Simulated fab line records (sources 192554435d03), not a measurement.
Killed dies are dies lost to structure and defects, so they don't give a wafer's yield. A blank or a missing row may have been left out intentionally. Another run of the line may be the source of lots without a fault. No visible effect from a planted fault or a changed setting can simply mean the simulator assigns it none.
fab line records	flow n5_finfet
record lots=5	wafers=15	last_day=17
route steps=1938 shown BEOL_M4@1099 BEOL_M5@1112 BEOL_M13@1710 PASSIVATION@1936
lots that met no fault: from a run of the same line without faults
start_h: hours from the record's first day to the start of the lot's first wafer shown	wait_h: how many hours have passed since the lot's step before this one	" repeats the value in the row above	L1.1+2: a single row standing in for several wafers	- either no value or no given start	* or withheld: withheld	< > ~ a bound
route shown NAME@n: names a module that has steps shown in the file, with the first one's number in the route	usual: mean and standard deviation over wafers with no fault	same: alike in all rows	chamber/n: place in a boat	sites: each site's reading	_std_site: their standard deviation	_edge_site: the outer-site mean with the inner-site mean subtracted	radius_mm: for every site, how far away it sits from the centre of the wafer	mask NAME#n: copy n	behind: the most recent tool/chamber to have shaped the wafer	hold: reason for holding the lot/hours on hold/outcome of the hold	device: names the non-switching transistor (n, p or np)	end of line: at the end of the route, the tests of the same wafers	a step with no rows: only its recipe	killed: count of dies lost to structure and defects at first sort (not the wafer's yield)	map: dies across one wafer; x = killed, . = not, _ = none there
set.NAME: the setting as run; set.NAME@STEP: as run at that earlier step	model.NAME: the simulator's own value behind a step, which no gauge read
certain route steps with their lots: each step a table, each wafer a row
services: from which hour (start_h, from the record's first day; less than 0 if before it) a tool's chamber was out of use, for how many hours, and why
## steps
# step N5_BEOL_M4_ANNEAL_95
# recipe temp_c=400	time_s=240	ambient=vacuum
# step N5_BEOL_M4_SPUTTER_96
# recipe material=Cu	target_thk_a=45	temp_c=-20	chamber_pressure_pa=0.07	power_w=withheld	time_s=8.29
# step N5_BEOL_M4_ECD_50
# recipe material=Cu	target_thk_a=3000
# step N5_BEOL_M4_ANNEAL_51
# recipe temp_c=225	time_s=90	ambient=N2
# step N5_BEOL_M4_CMP_52
# recipe stop_on=SiOC	t_overpolish_s=6.8	down_force_psi=1	platen_rpm=50	clearing_platen_down_force_psi=1.5	clearing_platen_rpm=50	post_cmp_clean=cu_alkaline	target_thk_nm=40	clearing_platen_pad_velocity_m_s=0.99484	pad_velocity_m_s=0.99484
# step N5_BEOL_M4_PRE_CLEAN_60
# recipe gas=NH3/H2	time_s=15	temp_c=*	rf_power_w=300
# step N5_BEOL_M4_CO_CAP_55
# recipe material=Co	target_thk_a=20	temp_c=200	precursor=CCTBA/H2	pressure_torr=30	time_s=102.1
# step N5_BEOL_M4_PRE_CLEAN_56
# recipe gas=NH3	time_s=15	temp_c=withheld	rf_power_w=300
# step N5_BEOL_M4_DEP_57
# recipe material=SiCN	target_thk_a=80	temp_c=withheld	precursor=3MS/NH3	pressure_torr=3	rf_w=202	time_s=14
# step N5_BEOL_M4_RC_MEAS_101
# usual DIBL_N=36.8/1.5	DIBL_P=37.1/2.1	IOFF_N=0.168/0.03	IOFF_P=0.22/0.034	ION_N=679/12	ION_P=466/8	SS_N=71.7/0.58	SS_P=73.5/0.67	VT_N=248.8/2.7	VT_P=-250/3.3
lot.wafer	tool	chamber	start_h	wait_h	DIBL_N[mV/V]	DIBL_P[mV/V]	IOFF_N[nA/um]	IOFF_P[nA/um]	ION_N[uA/um]	ION_P[uA/um]	SS_N[mV/dec]	SS_P[mV/dec]	VT_N[mV]	VT_P[mV]
L383.4	prober-02	0	216.58	0.5	36.7	38.2	0.169	0.20	673	459	71.4	73.1	248.1	-253
L383.5	"	0	"	"	37.8	39.3	0.189	0.22	680	461	71.5	74.2	245.8	-251
L383.6	"	0	"	"	37.0	37.7	0.177	0.21	681	458	71.6	73.9	248.0	-252
L384.1	prober-01	0	237.24	0.0	36.7	34.8	0.153	0.19	673	458	71.5	73.8	249.5	-255
L384.4	"	0	"	"	34.9	34.6	0.138	0.19	665	457	70.9	73.4	250.2	-254
L384.5	"	0	"	"	35.7	34.3	0.158	0.18	678	457	71.0	73.2	247.7	-254
L385.1	prober-02	0	240.32	0.0	40.2	41.8	0.242	0.28	691	470	72.5	74.8	245.4	-246
L385.2	"	0	"	"	34.4	35.9	0.125	0.19	652	459	71.3	73.3	252.5	-249
L385.5	"	0	"	"	37.3	39.9	0.182	0.24	673	461	72.7	74.3	248.5	-248
L393.1	prober-02	0	294.46	0.0	38.6	37.1	0.166	0.19	668	448	72.1	74.1	251.5	-256
L393.4	"	0	"	"	36.1	33.6	0.122	0.14	654	441	71.7	72.8	254.6	-260
L393.5	"	0	"	"	38.1	36.7	0.153	0.17	668	449	72.3	73.7	252.0	-260
L396.1	prober-01	0	314.51	0.0	36.6	37.8	0.161	0.24	677	472	71.6	73.3	247.9	-245
L396.3	"	0	"	"	37.6	37.9	0.165	0.24	670	466	71.9	74.0	251.3	-247
L396.6	"	0	"	"	36.5	36.5	0.147	0.22	673	466	71.4	73.2	250.9	-251
# step N5_BEOL_M5_ILD_DEP_00
# recipe material=SiCOH_lowk	target_thk_a=1406.4	temp_c=300	precursor=DEMS/porogen	pressure_torr=5	rf_w=500	time_s=25.9
# step N5_BEOL_M5_CURE_79
# recipe temp_c=385	time_s=240	ambient=He/Ar	material=SiCOH_lowk
# step N5_BEOL_M5_PECVD_70
# recipe material=SiO2	target_thk_a=160	temp_c=400	precursor=TEOS/O2	pressure_torr=5.5	rf_w=450	teos_flow_sccm=53.8	gas=O2	flow_sccm=3000	time_s=18
# step N5_BEOL_M5_HM_DEP_02
# recipe material=TiN	target_thk_a=200	temp_c=25	chamber_pressure_pa=0.49996
# step N5_BEOL_M5_COAT_59
# recipe resist=SOC	temp_c=250	time_s=60	spin_rpm=1500	resist_thk_nm=60
# step N5_BEOL_M5_COAT_60
# recipe resist=SiARC	temp_c=220	time_s=60	spin_rpm=1500	resist_thk_nm=12
# step N5_BEOL_M5_COAT_71
# recipe resist=underlayer	temp_c=205	time_s=60	spin_rpm=1500	resist_thk_nm=5
# step N5_BEOL_M5_COAT_05
# recipe resist=CAR-EUV	spin_rpm=1500	resist_thk_nm=30
# step N5_BEOL_M5_EBR_07
# recipe solvent=PGMEA	ebr_width_mm=1.5
# step N5_BEOL_M5_SOFTBAKE_06
# recipe temp_c=110	time_s=60	resist=CAR-EUV
# step N5_BEOL_M5_EXPOSE_08
# recipe mask_id=M5	na=0.33	source_shape=annular	sigma_inner=0.4	sigma_outer=0.8	polarization=unpolarized	target_cd_nm=28	dose_mj=35.75
# step N5_BEOL_M5_PEB_09
# recipe peb_temp_c=100	peb_time_s=60	resist=CAR-EUV
# step N5_BEOL_M5_DEVELOP_10
# recipe develop_time_s=30	developer=TMAH	resist=CAR-EUV	rinse_liquid=surfactant_rinse	dry=air_spin	dev_temp_c=23
# step N5_BEOL_M5_DESCUM_16
# recipe chemistry=O2	time_s=7	source_power_w=50	bias_power_w=20	pressure_mtorr=20	rf_frequency_hz=2.712e+07	temp_c=40	resist=CAR-EUV	o2_flow_sccm=225
# step N5_BEOL_M5_ETCH_72
# recipe chemistry=N2/H2	target=underlayer	target_depth_a=65	mask_material=CAR-EUV	time_s=5.2	ion_energy_ev=200	pressure_mtorr=30	source_w=840	bias_w=150	n2_flow_sccm=200	h2_flow_sccm=200	ends=cleared
# step N5_BEOL_M5_ETCH_61
# recipe chemistry=CF4	target=SiARC	target_depth_a=156	mask_material=CAR-EUV	time_s=26	ion_energy_ev=80	pressure_mtorr=40	source_w=545	bias_w=36	Ar_flow_sccm=100	cf4_flow_sccm=100	ends=cleared
# step N5_BEOL_M5_ETCH_62
# recipe chemistry=N2/H2	target=SOC	target_depth_a=750	overetch_a=150	mask_material=SiARC	temp_c=40	time_s=112.5	ion_energy_ev=200	pressure_mtorr=30	source_w=840	bias_w=150	n2_flow_sccm=200	h2_flow_sccm=200
# step N5_BEOL_M5_STRIP_63
# recipe chemistry=N2/H2	temp_c=40	n2_flow_sccm=200	h2_flow_sccm=200	rf_frequency_hz=6e+07
# step N5_BEOL_M5_STRIP_73
# recipe chemistry=N2/H2	temp_c=40	n2_flow_sccm=200	h2_flow_sccm=200	rf_frequency_hz=6e+07
# step N5_BEOL_M5_STRIP_64
# recipe chemistry=CF4	resist=SiARC	power_w=300	bias_power_w=75	pressure_mtorr=50	cf4_flow_sccm=150	rf_frequency_hz=6e+07
# step N5_BEOL_M5_HM_OPEN_17
# recipe chemistry=Cl2/BCl3	target_depth_a=200	overetch_a=60	target=TiN	mask_material=SOC	ion_energy_ev=150	pressure_mtorr=10	icp_w=1000	bias_w=126	Cl2_flow_sccm=53.25	bcl3_flow_sccm=21.75	Ar_flow_sccm=25
# step N5_BEOL_M5_STRIP_19
# recipe chemistry=O2	power_w=400	temp_c=40	pressure_mtorr=30	rf_frequency_hz=6e+07	bias_power_w=0	overash_fraction=0.2	o2_flow_sccm=225
# step N5_BEOL_M5_COAT_65
# recipe resist=SOC	temp_c=250	time_s=60	spin_rpm=1500	resist_thk_nm=60
# step N5_BEOL_M5_COAT_66
# recipe resist=SiARC	temp_c=220	time_s=60	spin_rpm=1500	resist_thk_nm=12
# step N5_BEOL_M13_CMP_49
# recipe stop_on=SiOC	t_overpolish_s=17.1	down_force_psi=1	platen_rpm=50	clearing_platen_down_force_psi=1.5	clearing_platen_rpm=50	post_cmp_clean=cu_alkaline	target_thk_nm=420	clearing_platen_pad_velocity_m_s=0.99484	pad_velocity_m_s=0.99484
# usual barrier_field_endpoint_s=30.8/0.78	clearing_platen_down_force_psi=1.500/0.0032	edge_zone_pressure_frac=1.001/0.0048	motor_current_A=6.4/0.72	overpolish_run_s=17.100/0.0093	t_overpolish_s=17.1/0
lot.wafer	tool	chamber	start_h	wait_h	barrier_field_endpoint_s	clearing_platen_down_force_psi	edge_zone_pressure_frac	motor_current_A	overpolish_run_s	t_overpolish_s	model.Cu_of_BEOL_M13_ECD_47.thk_nm
L383.4	cmp-01	0	288.69	0.1	-	-	-	-	-	-	931
L383.6	"	0	"	"	-	-	-	-	-	-	935
L383.5	"	1	"	"	-	-	-	-	-	-	942.4
L384.1	cmp-01	3	310.16	0.3	-	-	-	-	-	-	952.8
L384.4	"	1	"	"	-	-	-	-	-	-	943
L384.5	"	3	"	"	-	-	-	-	-	-	935.4
L385.2	cmp-01	1	328.50	0.2	-	-	-	-	-	-	941
L385.1	"	2	"	"	-	-	-	-	-	-	923.8
L385.5	"	1	"	"	-	-	-	-	-	-	926.8
L393.4	cmp-02	3	372.94	0.2	30.8	1.501	1.003	5.5	17.102	17.1	429.4
L393.1	"	0	"	"	29.6	1.502	0.995	6.5	17.107	17.1	426.2
L393.5	"	3	"	"	29.8	1.502	0.998	5.4	17.092	17.1	422
L396.1	cmp-01	3	379.08	0.3	31.0	1.497	0.994	7.3	17.112	17.1	428
L396.3	"	0	"	"	32.0	1.504	1.006	6.1	17.103	17.1	429.8
L396.6	"	2	"	"	32.5	1.502	1.002	5.4	17.100	17.1	429.2
# step N5_BEOL_M13_THK_MEAS_50
# recipe thk_meas_gauge=xrf	reads=Cu_of_BEOL_M13_ECD_47
# usual M13_THK=415/6.3
lot.wafer	tool	chamber	start_h	wait_h	M13_THK[nm]
L383.4	film_metro-01	-	288.99	0.3	920
L383.5	"	-	"	"	932
L383.6	"	-	"	"	924
L384.1	film_metro-02	-	310.42	0.2	935
L384.4	"	-	"	"	923
L384.5	"	-	"	"	919
L385.1	film_metro-02	-	328.79	0.2	910
L385.2	"	-	"	"	923
L385.5	"	-	"	"	910
L393.1	film_metro-02	-	373.20	-	415
L393.4	"	-	"	"	416
L393.5	"	-	"	"	410
L396.1	film_metro-01	-	379.30	-	425
L396.3	"	-	"	"	424
L396.6	"	-	"	"	424
# step N5_BEOL_M13_RS_MEAS_54
# recipe thk_meas_gauge=four-point-probe	reads=Cu_of_BEOL_M13_ECD_47+Ta_of_BEOL_M13_SPUTTER_44+TaN_of_BEOL_M13_SPUTTER_43
# usual M13_RS=0.0447/0.0006
lot.wafer	tool	chamber	start_h	wait_h	M13_RS[ohm/sq]
L383.4	film_metro-01	-	289.11	0.0	0.0182
L383.5	"	-	"	"	0.0181
L383.6	"	-	"	"	0.0182
L384.1	film_metro-02	-	310.55	0.0	0.0179
L384.4	"	-	"	"	0.0181
L384.5	"	-	"	"	0.0182
L385.1	film_metro-02	-	328.92	0.0	0.0184
L385.2	"	-	"	"	0.0181
L385.5	"	-	"	"	0.0183
L393.1	film_metro-02	-	373.33	0.0	0.0443
L393.4	"	-	"	"	0.0440
L393.5	"	-	"	"	0.0448
L396.1	film_metro-01	-	379.43	0.0	0.0441
L396.3	"	-	"	"	0.0439
L396.6	"	-	"	"	0.0439
# step N5_BEOL_M13_INSPECT_55
# recipe inspect_instrument=darkfield	mode=post_dep
# usual raw_defect_count=69/23
lot.wafer	tool	chamber	start_h	wait_h	raw_defect_count
L383.4	defect_inspect-01	-	289.14	0.0	3099
L383.5	"	-	"	"	3144
L383.6	"	-	"	"	3200
L384.1	defect_inspect-02	-	310.58	0.0	3145
L384.4	"	-	"	"	3166
L384.5	"	-	"	"	3139
L385.1	defect_inspect-02	-	328.95	0.0	3201
L385.2	"	-	"	"	3303
L385.5	"	-	"	"	3195
L393.1	defect_inspect-01	-	373.35	0.0	77
L393.4	"	-	"	"	94
L393.5	"	-	"	"	117
L396.1	defect_inspect-02	-	379.46	0.0	44
L396.3	"	-	"	"	57
L396.6	"	-	"	"	51
# step N5_PASSIVATION_PROBE_49
# usual defect_limited_yield=91.0/1.5	killed_at_M0_to_M3=34/11	killed_at_M4_up=14/5.3	killed_at_contacts=13/7	killed_at_front_end=41/13	killed_at_other=4/3.1	killed_dies=106/17	killed_on_rim=14/3.9	killed_open=70/12	killed_short=35/8	sort_bin_5_function=5.2/0.98	sort_bin_6_memory=3.4/0.69	sort_bin_8_speed=0.00/0.007	sort_n_pass=1074/17	sort_yield_pct=91.0/1.5
# same gross_dies=1180	killed_at_back_side=0	sort_bin_4_leakage[%]=0
lot.wafer	tool	chamber	start_h	wait_h	defect_limited_yield[%]	killed_at_M0_to_M3	killed_at_M4_up	killed_at_contacts	killed_at_front_end	killed_at_other	killed_dies	killed_on_rim	killed_open	killed_short	sort_bin_5_function[%]	sort_bin_6_memory[%]	sort_bin_8_speed[%]	sort_n_pass	sort_yield_pct[%]
L383.4	prober-01	-	318.06	0.2	0	43	1049	13	71	4	1180	152	101	35	6.5	4.5	0	0	0
L383.5	prober-01	-	318.11	0.2	0	45	1084	6	44	1	1180	152	69	34	5.0	3.5	0	0	0
L383.6	prober-01	-	318.16	0.3	0	43	1066	9	59	3	1180	152	81	42	6.4	3.3	0	0	0
L384.1	prober-02	-	339.59	0.0	0	15	1093	15	53	4	1180	152	58	39	4.8	3.1	0	0	0
L384.4	prober-02	-	339.74	0.2	0	19	1080	10	61	10	1180	152	77	33	5.9	3.3	0	0	0
L384.5	prober-02	-	339.79	0.2	0	26	1084	15	52	3	1180	152	63	37	5.4	2.5	0	0	0
L385.1	prober-02	-	356.50	0.0	0	28	1081	9	61	1	1180	152	82	36	5.7	4.1	0	0	0
L385.2	prober-02	-	356.55	0.1	0	25	1100	10	41	4	1180	152	66	29	5.2	2.9	0	0	0
L385.5	prober-02	-	356.70	0.2	0	36	1098	16	29	1	1180	152	65	30	5.3	2.6	0	0	0
# killed by level:class
L383.4 BEOL_M13:area_cmp=1044 FIN_SAQP:geometric_particle:open=23 STI_FIN_REVEAL:geometric_particle:open=16 BEOL_M0_SAQP:geometric_particle:short=13 BEOL_M0_SAQP:geometric_particle:open=11 MOL_CONTACT_COAG:geometric_particle:open=11 FIN_SAQP:geometric_particle:short=7 BEOL_M2:geometric_particle:open=7
L383.5 BEOL_M13:area_cmp=1075 FIN_SAQP:geometric_particle:open=15 BEOL_M0_SAQP:geometric_particle:open=13 BEOL_M0_SAQP:geometric_particle:short=11 BEOL_M2:geometric_particle:short=8 BEOL_M2:geometric_particle:open=8 STI_FIN_REVEAL:geometric_particle:open=5 DUMMY_GATE:geometric_particle:open=4
L383.6 BEOL_M13:area_cmp=1057 STI_FIN_REVEAL:geometric_particle:open=13 BEOL_M0_SAQP:geometric_particle:open=10 BEOL_M0_SAQP:geometric_particle:short=10 FIN_SAQP:geometric_particle:short=9 FIN_SAQP:geometric_particle:open=7 DUMMY_GATE:geometric_particle:open=7 GATE_CUT:geometric_particle:open=7
L384.1 BEOL_M13:area_cmp=1080 STI_FIN_REVEAL:geometric_particle:open=22 FIN_SAQP:geometric_particle:short=12 MOL_CONTACT_COAG:geometric_particle:open=11 STI_FIN_REVEAL:geometric_particle:short=7 BEOL_M0_SAQP:geometric_particle:short=6 FIN_SAQP:geometric_particle:open=5 MOL_CONTACT_COAG:geometric_particle:short=4
L384.4 BEOL_M13:area_cmp=1070 STI_FIN_REVEAL:geometric_particle:open=22 FIN_SAQP:geometric_particle:short=11 FIN_SAQP:geometric_particle:open=8 MOL_CONTACT_COAG:geometric_particle:open=7 BEOL_M0_SAQP:geometric_particle:short=6 GATE_CUT:geometric_particle:open=5 BEOL_M4:geometric_particle:open=5
L384.5 BEOL_M13:area_cmp=1079 STI_FIN_REVEAL:geometric_particle:open=15 FIN_SAQP:geometric_particle:open=12 MOL_CONTACT_COAG:geometric_particle:open=10 FIN_SAQP:geometric_particle:short=8 BEOL_M0_SAQP:geometric_particle:open=6 MOL_CONTACT_COAG:geometric_particle:short=5 BEOL_M0_SAQP:geometric_particle:short=5
L385.1 BEOL_M13:area_cmp=1062 STI_FIN_REVEAL:geometric_particle:open=27 BEOL_M0_SAQP:geometric_particle:short=9 DUMMY_GATE:geometric_particle:open=7 MOL_CONTACT_COAG:geometric_particle:open=7 FIN_SAQP:geometric_particle:short=6 BEOL_M4:geometric_particle:open=6 BEOL_M0_SAQP:geometric_particle:open=6
L385.2 BEOL_M13:area_cmp=1084 STI_FIN_REVEAL:geometric_particle:open=13 MOL_CONTACT_COAG:geometric_particle:open=7 BEOL_M0_SAQP:geometric_particle:short=7 BEOL_M4:geometric_particle:open=6 DUMMY_GATE:geometric_particle:open=5 DUMMY_GATE:geometric_particle:short=5 BEOL_M3:geometric_particle:open=5
L385.5 BEOL_M13:area_cmp=1085 MOL_CONTACT_COAG:geometric_particle:open=14 BEOL_M0_SAQP:geometric_particle:short=9 BEOL_M0_SAQP:geometric_particle:open=9 GATE_CUT:geometric_particle:short=8 BEOL_M2:geometric_particle:open=6 BEOL_M4:geometric_particle:open=6 BEOL_M3:geometric_particle:open=5
# map L383.4 (x killed, . not)
_________________xxxxxxxxxxxx________________
______________xxxxxxxxxxxxxxxxxx_____________
___________xxxxxxxxxxxxxxxxxxxxxxxx__________
__________xxxxxxxxxxxxxxxxxxxxxxxxxx_________
________xxxxxxxxxxxxxxxxxxxxxxxxxxxxxx_______
_______xxxxxxxxxxxxxxxxxxxxxxxxxxxxxxxx______
______xxxxxxxxxxxxxxxxxxxxxxxxxxxxxxxxxx_____
_____xxxxxxxxxxxxxxxxxxxxxxxxxxxxxxxxxxxx____
____xxxxxxxxxxxxxxxxxxxxxxxxxxxxxxxxxxxxxx___
___xxxxxxxxxxxxxxxxxxxxxxxxxxxxxxxxxxxxxxxx__
___xxxxxxxxxxxxxxxxxxxxxxxxxxxxxxxxxxxxxxxx__
__xxxxxxxxxxxxxxxxxxxxxxxxxxxxxxxxxxxxxxxxxx_
__xxxxxxxxxxxxxxxxxxxxxxxxxxxxxxxxxxxxxxxxxx_
_xxxxxxxxxxxxxxxxxxxxxxxxxxxxxxxxxxxxxxxxxxxx
_xxxxxxxxxxxxxxxxxxxxxxxxxxxxxxxxxxxxxxxxxxxx
_xxxxxxxxxxxxxxxxxxxxxxxxxxxxxxxxxxxxxxxxxxxx
_xxxxxxxxxxxxxxxxxxxxxxxxxxxxxxxxxxxxxxxxxxxx
_xxxxxxxxxxxxxxxxxxxxxxxxxxxxxxxxxxxxxxxxxxxx
_xxxxxxxxxxxxxxxxxxxxxxxxxxxxxxxxxxxxxxxxxxxx
_xxxxxxxxxxxxxxxxxxxxxxxxxxxxxxxxxxxxxxxxxxxx
_xxxxxxxxxxxxxxxxxxxxxxxxxxxxxxxxxxxxxxxxxxxx
__xxxxxxxxxxxxxxxxxxxxxxxxxxxxxxxxxxxxxxxxxx_
__xxxxxxxxxxxxxxxxxxxxxxxxxxxxxxxxxxxxxxxxxx_
___xxxxxxxxxxxxxxxxxxxxxxxxxxxxxxxxxxxxxxxx__
___xxxxxxxxxxxxxxxxxxxxxxxxxxxxxxxxxxxxxxxx__
____xxxxxxxxxxxxxxxxxxxxxxxxxxxxxxxxxxxxxx___
_____xxxxxxxxxxxxxxxxxxxxxxxxxxxxxxxxxxxx____
______xxxxxxxxxxxxxxxxxxxxxxxxxxxxxxxxxx_____
_______xxxxxxxxxxxxxxxxxxxxxxxxxxxxxxxx______
________xxxxxxxxxxxxxxxxxxxxxxxxxxxxxx_______
__________xxxxxxxxxxxxxxxxxxxxxxxxxx_________
___________xxxxxxxxxxxxxxxxxxxxxxxx__________
______________xxxxxxxxxxxxxxxxxx_____________
_________________xxxxxxxxxxxx________________
# map L384.1 (x killed, . not)
_________________xxxxxxxxxxxx________________
______________xxxxxxxxxxxxxxxxxx_____________
___________xxxxxxxxxxxxxxxxxxxxxxxx__________
__________xxxxxxxxxxxxxxxxxxxxxxxxxx_________
________xxxxxxxxxxxxxxxxxxxxxxxxxxxxxx_______
_______xxxxxxxxxxxxxxxxxxxxxxxxxxxxxxxx______
______xxxxxxxxxxxxxxxxxxxxxxxxxxxxxxxxxx_____
_____xxxxxxxxxxxxxxxxxxxxxxxxxxxxxxxxxxxx____
____xxxxxxxxxxxxxxxxxxxxxxxxxxxxxxxxxxxxxx___
___xxxxxxxxxxxxxxxxxxxxxxxxxxxxxxxxxxxxxxxx__
___xxxxxxxxxxxxxxxxxxxxxxxxxxxxxxxxxxxxxxxx__
__xxxxxxxxxxxxxxxxxxxxxxxxxxxxxxxxxxxxxxxxxx_
__xxxxxxxxxxxxxxxxxxxxxxxxxxxxxxxxxxxxxxxxxx_
_xxxxxxxxxxxxxxxxxxxxxxxxxxxxxxxxxxxxxxxxxxxx
_xxxxxxxxxxxxxxxxxxxxxxxxxxxxxxxxxxxxxxxxxxxx
_xxxxxxxxxxxxxxxxxxxxxxxxxxxxxxxxxxxxxxxxxxxx
_xxxxxxxxxxxxxxxxxxxxxxxxxxxxxxxxxxxxxxxxxxxx
_xxxxxxxxxxxxxxxxxxxxxxxxxxxxxxxxxxxxxxxxxxxx
_xxxxxxxxxxxxxxxxxxxxxxxxxxxxxxxxxxxxxxxxxxxx
_xxxxxxxxxxxxxxxxxxxxxxxxxxxxxxxxxxxxxxxxxxxx
_xxxxxxxxxxxxxxxxxxxxxxxxxxxxxxxxxxxxxxxxxxxx
__xxxxxxxxxxxxxxxxxxxxxxxxxxxxxxxxxxxxxxxxxx_
__xxxxxxxxxxxxxxxxxxxxxxxxxxxxxxxxxxxxxxxxxx_
___xxxxxxxxxxxxxxxxxxxxxxxxxxxxxxxxxxxxxxxx__
___xxxxxxxxxxxxxxxxxxxxxxxxxxxxxxxxxxxxxxxx__
____xxxxxxxxxxxxxxxxxxxxxxxxxxxxxxxxxxxxxx___
_____xxxxxxxxxxxxxxxxxxxxxxxxxxxxxxxxxxxx____
______xxxxxxxxxxxxxxxxxxxxxxxxxxxxxxxxxx_____
_______xxxxxxxxxxxxxxxxxxxxxxxxxxxxxxxx______
________xxxxxxxxxxxxxxxxxxxxxxxxxxxxxx_______
__________xxxxxxxxxxxxxxxxxxxxxxxxxx_________
___________xxxxxxxxxxxxxxxxxxxxxxxx__________
______________xxxxxxxxxxxxxxxxxx_____________
_________________xxxxxxxxxxxx________________
## services
tool	chamber	start_h	hours	kind
cmp-01	-	277.37	1.1	repair
cmp-02	-	279.47	6.2	repair
cmp-01	-	322.87	0.9	repair
cmp-01	-	345.49	4.0	pm
cmp-01	-	349.49	-	consumable_replace:conditioner
cmp-01	-	349.49	-	consumable_replace:pad
## key
first_sign step=N5_BEOL_M13_CMP_49	reading=tool_record	direction=missing
effect step=N5_BEOL_M13_THK_MEAS_50	reading=M13_THK	direction=up	sigmas=80	usual=415	struck=922
effect step=N5_BEOL_M13_RS_MEAS_54	reading=M13_RS	direction=down	sigmas=45	usual=0.0447	struck=0.0182
effect step=N5_BEOL_M13_INSPECT_55	reading=raw_defect_count	direction=up	sigmas=99+	usual=69	struck=3177
effect step=N5_PASSIVATION_PROBE_49	reading=killed_at_M4_up	direction=up	sigmas=99+	usual=14	struck=1082
model_effect step=N5_BEOL_M13_CMP_49	value=Cu_of_BEOL_M13_ECD_47.thk_nm	without=419.6	struck=936.8
more_kills_born_at N5_BEOL_M13_CMP_49@cmp-01=9636
met_at N5_BEOL_M13_CMP_49
struck_wafers L383.4,L383.5,L383.6,L384.1,L384.4,L384.5,L385.1,L385.2,L385.5
later_rows_left_out L383.4,L383.5,L383.6,L384.1,L384.4,L384.5,L385.1,L385.2,L385.5
fault kind=skipped_step_whole	tool=cmp-01	chamber=-	onset_h=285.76	steps=N5_BEOL_M13_CMP_49	scope=struck_lots_only
# later_rows_left_out: the simulator's readings of these wafers behind a module that went badly wrong aren't trusted and aren't shown, but for the sort
